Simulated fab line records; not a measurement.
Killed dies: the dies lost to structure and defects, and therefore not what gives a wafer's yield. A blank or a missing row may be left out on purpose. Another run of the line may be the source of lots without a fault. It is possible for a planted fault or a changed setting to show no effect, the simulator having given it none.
Matching of chambers    flow n5-finfet    N5_FIN_SAQP_ETCH_52 on rie-diel-03: 4 sister chambers
The step etches SOC in N2/H2, target depth 100 nm, overetch 20 nm, time 150 s. 4 wafers are shown with their chamber, then 10 later ones without.

WAFERS, EACH WITH ITS CHAMBER
wafer   chamber  showerhead-plenum-p-Torr (Torr)
L089.1  0        2.51
L089.4  1        2.51
L090.1  2        2.67
L090.2  3        2.45

WAFERS WHOSE CHAMBER IS MISSING
wafer   showerhead-plenum-p-Torr (Torr)
L090.3  2.51
L093.3  2.66
L093.4  2.51
L093.6  2.45
L095.2  2.44
L095.3  2.66
L095.6  2.66
L096.1  2.44
L096.2  2.66
L096.5  2.44

THE CHAMBER EACH PASSED THROUGH
wafer   from the rows above      in truth
L090.3  can't be placed: 0 or 1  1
L093.3  2                        2
L093.4  can't be placed: 0 or 1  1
L093.6  3                        3
L095.2  3                        3
L095.3  2                        2
L095.6  2                        2
L096.1  3                        3
L096.2  2                        2
L096.5  3                        3
Placed correctly: 8 of 10. Can't be placed from these rows: 2 (the true chamber is among the candidates in 2). Number placed wrongly: 0.
How it was worked out, from the rows above alone: a wafer's distance from a chamber is the root of the sum, over the readings, of the square of ((its reading less the chamber's mean) divided by the reading's scatter). If the next closest chamber is less than 2 further off than the closest, the wafer can't be placed; otherwise it belongs to the closest. Each chamber's mean is taken over the wafers shown for it. The scatter: with one shown wafer a chamber, the root of the mean of the squares of how far each hidden wafer lies from its nearest shown one.
